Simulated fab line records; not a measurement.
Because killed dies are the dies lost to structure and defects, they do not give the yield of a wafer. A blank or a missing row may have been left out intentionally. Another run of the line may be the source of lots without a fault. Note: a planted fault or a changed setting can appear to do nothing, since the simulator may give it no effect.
Struck lot and sound lot, side by side    flow n5-finfet    43 steps out of a route of 1938
Sound: wafers L499.3, L499.4, L499.5. Struck: wafer L507.6 (L507.3, L507.5, from the same lot, were not struck and are left out); the cause is given at the end.
Order at every step that has rows: each side's tool, ch and its chambers, its first start. Under that, the readings that differ: sound wafers    struck wafers    difference of the means    sigmas: that difference in standard deviations of wafers without a fault.
alike: readings with means less than 2 such deviations apart, plus words and numbers identical on both sides. not compared: withheld readings, readings lacking a value on some wafer, bounds such as >300 that could conceal the same value, and numbers that have no deviation in the record and whose values overlap.
Wherever a step has rows on one side only, a row that says differs or no value, or a row with sigmas, the two part there. Non-overlapping numbers with no deviation appear without sigmas and do not part them. A reading that every wafer of one side lacks parts them only if that side has two wafers or more.

first, 3 steps without rows for these wafers: N5_BEOL_M4_DESCUM_33 (chemistry O2, time 7 s); N5_BEOL_M4_ETCH_77 (etches underlayer in N2/H2, target depth 6.5 nm, time 5.2 s); N5_BEOL_M4_ETCH_69 (etches SiARC in CF4, target depth 15.6 nm, time 26 s).
N5_BEOL_M4_ALD_98: deposits SiO2, target thk 2.5 nm, pulse time 1 s, co reactant pulse time 1 s.
  sound on ald-sin-03 ch 0,1,2, day 8 06:14; struck on ald-sin-01 ch 3, day 10 06:23
  alike: heater-power-w, precursor-pulse-height-rel
  not compared: since-wet-clean-h
then, 8 steps without rows for these wafers: N5_BEOL_M4_ETCHBACK_99 (etches SiO2 in CHF3, target depth 5 nm, time 10.4 s); N5_BEOL_M4_ETCH_70 (etches SOC in N2/H2, target depth 80 nm, overetch 24 nm, time 130 s); N5_BEOL_M4_STRIP_71 (strips in N2/H2); N5_BEOL_M4_STRIP_78 (strips in N2/H2); N5_BEOL_M4_VIA_ETCH_34 (etches the open film in C4F6/O2, target depth 69.4 nm, time 65.9 s); N5_BEOL_M4_STRIP_83 (strips in C4F6/O2); N5_BEOL_M4_STRIP_36 (strips in N2/H2); N5_BEOL_M4_TRENCH_ETCH_37 (etches SiOC in C4F6/O2, target depth 55.555 nm, time 29.2 s).
N5_BEOL_M4_ETCH_41: etches SiCN in CH3F/O2, target depth 29.9 nm, time 52.5 s.
  sound on rie-diel-01 ch 2,3, day 8 10:43; struck on rie-diel-04 ch 3, day 10 13:49
reading       sound              struck  difference  sigmas
rf-vpp-V (V)  298.9 300.4 301.9  296.9   -3.5        -2
  alike: drypump-motor-current-A, oes-product-au, showerhead-plenum-p-Torr, throttle-valve-pct
  not compared: rf-hours-counter-h
then, 1 step without rows for these wafers: N5_BEOL_M4_STRIP_97 (strips in N2/H2, time 10 s).
N5_BEOL_M4_OCD_MEAS_38:
  sound: ocd-01 at day 8 10:50; struck: ocd-01 at day 10 13:56
  alike: trench-depth-nm
then, 4 steps without rows for these wafers: N5_BEOL_M4_HM_STRIP_39 (strips TiN in peroxide tin strip, target depth 25 nm, time 158 s); N5_BEOL_M4_SRD_40 (time 30 s); N5_BEOL_M4_PRECLEAN_42 (cleans in residue remover, time 60 s); N5_BEOL_M4_SRD_43 (time 30 s).
N5_BEOL_M4_CD_MEAS_35: target cd 18 nm, target cd y 22.4 nm.
  sound: cd-sem-03 at day 8 10:59; struck: cd-sem-01 at day 10 14:05
  alike: cd-nm
then, 6 steps without rows for these wafers: N5_BEOL_M4_DEGAS_44 (time 60 s); N5_BEOL_M4_PRE_CLEAN_45 (time 30 s); N5_BEOL_M4_ALD_84 (deposits TaN, pulse time 2 s, purge time 3 s, co reactant purge time 2 s); N5_BEOL_M4_SURFACE_TREAT_85; N5_BEOL_M4_CVD_47 (deposits Co from CCTBA/H2, target thk 3 nm, time 223.8 s); N5_BEOL_M4_SPUTTER_48 (material Cu, target thk 4.5 nm, time 8.29 s).
N5_BEOL_M4_ANNEAL_49: time 240 s.
  sound: pvd-sputter-02 at day 8 12:20; struck: pvd-sputter-02 at day 10 15:46
  alike: heater-power-w
then, 1 step without rows for these wafers: N5_BEOL_M4_SPUTTER_79 (material Cu, target thk 4.5 nm, time 8.29 s).
N5_BEOL_M4_ANNEAL_80: time 240 s.
  sound: pvd-sputter-02 at day 8 12:34; struck: pvd-sputter-02 at day 10 15:59
  alike: heater-power-w
then, 2 steps without rows for these wafers: N5_BEOL_M4_SPUTTER_81 (material Cu, target thk 4.5 nm, time 8.29 s); N5_BEOL_M4_ANNEAL_82 (time 240 s).
N5_BEOL_M4_SPUTTER_86: material Cu, target thk 4.5 nm, time 8.29 s.
  sound: pvd-sputter-02 at day 8 12:55; struck: pvd-sputter-02 at day 10 16:21
  alike: throttle-valve-pct
then, 6 steps without rows for these wafers: N5_BEOL_M4_ANNEAL_87 (time 240 s); N5_BEOL_M4_SPUTTER_88 (material Cu, target thk 4.5 nm, time 8.29 s); N5_BEOL_M4_ANNEAL_89 (time 240 s); N5_BEOL_M4_SPUTTER_90 (material Cu, target thk 4.5 nm, time 8.29 s); N5_BEOL_M4_ANNEAL_91 (time 240 s); N5_BEOL_M4_SPUTTER_92 (material Cu, target thk 4.5 nm, time 8.29 s).
N5_BEOL_M4_ANNEAL_93: time 240 s.
  sound: pvd-sputter-02 at day 8 13:40; struck: pvd-sputter-02 at day 10 17:05
reading             sound        struck  difference  sigmas
heater-power-w (W)  677 833 738  667     -82         -2
then, 3 steps without rows for these wafers: N5_BEOL_M4_SPUTTER_94 (material Cu, target thk 4.5 nm, time 8.29 s); N5_BEOL_M4_ANNEAL_95 (time 240 s); N5_BEOL_M4_SPUTTER_96 (material Cu, target thk 4.5 nm, time 8.29 s).
-- a jump in the record: the struck wafers' starts before and after are 4 days apart (it breaks off in module BEOL_M4 and resumes in module PASSIVATION, where the first step shown is number 1936 of the route) --
N5_PASSIVATION_PROBE_49:
  rows exist in the record for the struck wafers here (prober-01, day 15 00:21), but not for the sound ones

## WHERE THEY PART
First at N5_BEOL_M4_ETCH_41; last, within this record, at N5_PASSIVATION_PROBE_49.

WHY: what had been put in by the simulator
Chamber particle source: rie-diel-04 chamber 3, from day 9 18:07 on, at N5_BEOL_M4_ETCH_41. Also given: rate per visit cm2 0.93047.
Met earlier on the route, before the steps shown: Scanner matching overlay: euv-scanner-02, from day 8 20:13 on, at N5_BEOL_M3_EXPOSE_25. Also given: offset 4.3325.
